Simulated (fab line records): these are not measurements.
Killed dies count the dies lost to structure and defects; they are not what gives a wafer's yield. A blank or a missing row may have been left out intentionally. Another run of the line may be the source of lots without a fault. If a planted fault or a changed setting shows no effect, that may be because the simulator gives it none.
fab line records | flow nand-harc
record lots=13 wafers=39 last-day=33
route steps=1302 shown A_M1@1192 A_BONDPAD@1210
lots untouched by any fault: they come from a run of this same line in which no faults occurred
start-h: hours from the record's opening day to when the first of the lot's shown wafers began | wait-h: how many hours have passed since the lot's step before this one | " identical to the entry in the row above | L1.1+2: a row that stands for several wafers | - value missing, or start not given | * or withheld: withheld | < > ~ a bound
route shown NAME@n: a module of which the file shows steps, and the number in the route of the first | usual: the fault-free wafers' mean and standard deviation | same: alike in all rows | chamber/n: place in a boat | sites: readings site by site | _std_site: the standard deviation of these | _edge_site: mean of outer sites minus mean of inner sites | radius-mm: for every site, how far away it sits from the centre of the wafer | mask NAME#n: copy n | behind: the most recent tool/chamber to have shaped the wafer | hold: why the lot was held/for how many hours/how that ended | device: transistor that didn't switch, given as n, p or np | end of line: the tests these same wafers got at the end of their route | a step without rows: its recipe alone | killed: not the wafer's yield, but the dies lost to structure and defects at the first sort | map: dies across one wafer; x = killed, . = not, _ = none there
set.NAME: the setting that was run; set.NAME@STEP: the one run at that earlier step | model.NAME: the simulator's own value behind a step, which no gauge read
steps of the route over a sample of lots; a table a step, a row a wafer
services: a tool's chamber out of use, with start hour (start-h, from the record's first day; less than 0 if before it), hours out, and reason
## steps
# step NHARC_A_M1_PVD_21
# recipe target-thk-a=300 chamber-pressure-pa=5 power-w=5000 substrate-temp-c=30 time-s=20.49 material=Cu
# usual throttle-valve-pct=30.2/1.4
# columns lot.wafer tool chamber start-h wait-h throttle-valve-pct
L730.3 pvd-sputter-02 - - - 31.9
L730.1 " - " " 29.3
L730.5 " - " " 31.9
L728.3 pvd-sputter-02 - - - 31.0
L728.4 " - " " 30.7
L728.2 " - " " 29.4
L729.4 pvd-sputter-03 - - - 31.7
L729.1 " - " " 31.9
L729.2 " - " " 30.1
L731.1 pvd-sputter-03 - - - 31.5
L731.4 " - " " 31.9
L731.3 " - " " 30.5
L733.4 pvd-sputter-02 - - - 31.2
L733.3 " - " " 30.4
L733.6 " - " " 31.7
L732.3 pvd-sputter-02 - - - 31.2
L732.1 " - " " 29.3
L732.6 " - " " 31.8
L734.4 pvd-sputter-03 - - - 31.2
L734.2 " - " " 31.9
L734.5 " - " " 31.2
L735.3 pvd-sputter-03 - - - 26.9
L735.4 " - " " 31.6
L735.1 " - " " 31.8
L736.2 pvd-sputter-03 - - - 31.4
L736.1 " - " " 31.8
L736.5 " - " " 27.1
L739.4 pvd-sputter-01 - - - 30.4
L739.6 " - " " 30.6
L739.5 " - " " 29.6
L748.1 pvd-sputter-01 - - - 29.1
L748.3 " - " " 28.9
L748.4 " - " " 30.5
L749.3 pvd-sputter-02 - - - 31.3
L749.1 " - " " 30.1
L749.5 " - " " 31.1
L750.1 pvd-sputter-03 - - - 31.0
L750.2 " - " " 30.3
L750.5 " - " " 31.0
# step NHARC_A_M1_DEP_33
# recipe target-thk-a=300 temp-c=370 target-thk-nm=30 pressure-torr=3 flow-sccm=200 rf-w=450 material=SiCN
# usual heater-power-w=583/84
# columns lot.wafer tool chamber start-h wait-h heater-power-w since-wet-clean-h
L730.3 pecvd-04 2 536.11 0.1 701 73
L730.1 " 0 " " 694 73
L730.5 " 0 " " 700 -
L728.2 pecvd-04 2 537.06 0.1 707 74
L728.3 " 1 " " 582 74
L728.4 " 1 " " 563 -
L729.2 pecvd-03 0 539.19 0.1 481 160
L729.1 " 1 " " 476 160
L729.4 " 0 " " 476 -
L731.1 pecvd-01 2 571.12 0.1 584 66
L731.3 " 1 " " 636 66
L731.4 " 2 " " 586 -
L733.3 pecvd-01 0 573.62 0.1 645 68
L733.6 " 0 " " 630 -
L733.4 " 1 " " 574 -
L732.3 pecvd-03 0 576.24 0.1 524 16
L732.1 " 1 " " 580 16
L732.6 " 0 " " 538 -
L734.2 pecvd-04 1 592.78 0.1 590 130
L734.4 " 0 " " 729 -
L734.5 " 1 " " 604 -
L735.1 pecvd-03 0 615.49 0.1 603 55
L735.3 " 1 " " 576 55
L735.4 " 0 " " 612 -
L736.2 pecvd-03 0 623.03 0.1 595 63
L736.1 " 2 " " 423 63
L736.5 " 2 " " 424 -
L739.5 pecvd-03 1 636.40 0.2 555 -
L739.6 " 2 " " 431 -
L739.4 " 0 " " 515 -
L748.3 pecvd-03 2 752.62 0.1 456 11
L748.1 " 0 " " 580 11
L748.4 " 0 " " 571 -
L749.1 pecvd-04 0 753.13 0.1 712 109
L749.3 " 1 " " 480 109
L749.5 " 0 " " 706 -
L750.1 pecvd-04 0 758.46 0.1 721 114
L750.2 " 1 " " 481 114
L750.5 " 1 " " 488 -
# step NHARC_A_BONDPAD_SOFTBAKE_04
# recipe temp-c=125 time-s=70
# usual heater-power-total-W=200.8/1.3
# columns lot.wafer tool chamber start-h wait-h heater-power-total-W
L730.1 litho-track-07 0 537 - 198.8
L730.3 " 0 " " 199.9
L730.5 " 0 " " 202.6
L728.2 litho-track-02 0 538 - 201.9
L728.3 " 0 " " 201.6
L728.4 " 0 " " 199.1
L729.1 litho-track-02 0 540 - 201.9
L729.2 " 0 " " 202.4
L729.4 " 0 " " 201.3
L731.1 litho-track-07 0 572 - 198.9
L731.3 " 0 " " 200.8
L731.4 " 0 " " 202.3
L733.3 litho-track-02 0 574 - 201.5
L733.4 " 0 " " 202.1
L733.6 " 0 " " 200.0
L732.1 litho-track-07 0 577 - 200.6
L732.3 " 0 " " 199.6
L732.6 " 0 " " 200.2
L734.2 litho-track-02 0 594 - 202.0
L734.4 " 0 " " 202.6
L734.5 " 0 " " 201.1
L735.1 litho-track-07 0 616 - 201.9
L735.3 " 0 " " 201.4
L735.4 " 0 " " 202.6
L736.1 litho-track-07 0 624 - 201.8
L736.2 " 0 " " 199.0
L736.5 " 0 " " 201.5
L739.4 litho-track-05 0 637 - 202.2
L739.5 " 0 " " 200.6
L739.6 " 0 " " 199.8
L748.1 litho-track-05 0 753 - 333.5
L748.3 " 0 " " 202.7
L748.4 " 0 " " 201.1
L749.1 litho-track-05 0 754 - 331.3
L749.3 " 0 " " 199.1
L749.5 " 0 " " 333.3
L750.1 litho-track-02 0 759 - 201.4
L750.2 " 0 " " 202.6
L750.5 " 0 " " 201.4
# step NHARC_A_BONDPAD_CD_MEAS_13
# usual cd-nm=500/3.3
# columns lot.wafer tool chamber start-h wait-h cd-nm
L730.1 cd-sem-02 - 538.40 - 504
L730.3 " - " " 503
L730.5 " - " " 499
L728.2 cd-sem-03 - 539.42 - 506
L728.3 " - " " 502
L728.4 " - " " 505
L729.1 cd-sem-02 - 541.38 - 498
L729.2 " - " " 498
L729.4 " - " " 501
L731.1 cd-sem-03 - 573.33 - 495
L731.3 " - " " 495
L731.4 " - " " 498
L733.3 cd-sem-02 - 575.91 - 499
L733.4 " - " " 500
L733.6 " - " " 499
L732.1 cd-sem-03 - 578.46 - 498
L732.3 " - " " 497
L732.6 " - " " 501
L734.2 cd-sem-02 - 595.00 - 499
L734.4 " - " " 500
L734.5 " - " " 499
L735.1 cd-sem-03 - 617.67 - 497
L735.3 " - " " 498
L735.4 " - " " 497
L736.1 cd-sem-03 - 625.33 - 505
L736.2 " - " " 506
L736.5 " - " " 502
L739.4 cd-sem-02 - 639.17 - 497
L739.5 " - " " 498
L739.6 " - " " 497
L748.1 cd-sem-02 - 754.88 - 501
L748.3 " - " " 500
L748.4 " - " " 497
L749.1 cd-sem-02 - 755.39 - 500
L749.3 " - " " 501
L749.5 " - " " 499
L750.1 cd-sem-02 - 760.78 - 497
L750.2 " - " " 494
L750.5 " - " " 497
## services
# columns tool chamber start-h hours kind
pvd-sputter-03 - 526.05 10.0 pm
pecvd-03 - 547.25 13.0 pm
pecvd-03 0 547.25 13.0 vent-cycle
pecvd-03 1 547.25 13.0 vent-cycle
pecvd-03 2 547.25 13.0 vent-cycle
pvd-sputter-02 - 556.41 0.5 repair
pecvd-03 0 560.25 - clean
pecvd-04 0 561.32 19.9 repair
litho-track-02 - 577.00 7.0 pm
pecvd-04 2 579.22 6.0 repair
pvd-sputter-01 - 582.97 10.0 pm
litho-track-07 - 601.00 7.0 pm
pecvd-04 - 631.19 13.0 pm
pvd-sputter-02 - 638.00 10.0 pm
litho-track-05 - 649.00 7.0 pm
pvd-sputter-03 - 671.58 1.1 repair
pecvd-01 - 673.27 13.0 pm
pvd-sputter-01 - 674.90 4.6 repair
pvd-sputter-01 - 694.64 2.8 repair
pvd-sputter-03 - 703.25 4.3 repair
pvd-sputter-03 - 707.56 10.0 pm
pecvd-03 - 728.25 13.0 pm
pvd-sputter-03 - 742.65 3.8 repair
litho-track-02 - 752.00 7.0 pm
## key
first-sign step=NHARC_A_BONDPAD_SOFTBAKE_04 reading=heater-power-total-W direction=up sigmas=99+ usual=* struck=*
effect none on later readings
met-at NHARC_A_BONDPAD_SOFTBAKE_04
struck-lots L748,L749
struck-wafers L748.1,L749.1,L749.5
not-acting-at NHARC_A_M1_PVD_21,NHARC_A_M1_DEP_33,NHARC_A_BONDPAD_CD_MEAS_13
onset-between 637 753
fault kind=process-parameter-drift tool=litho-track-05 chamber=- onset-h=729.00 steps=NHARC_A_BONDPAD_SOFTBAKE_04 channel=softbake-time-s offset=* shape=step end-h=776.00 scope=struck-wafers-only acts-in=* stated=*
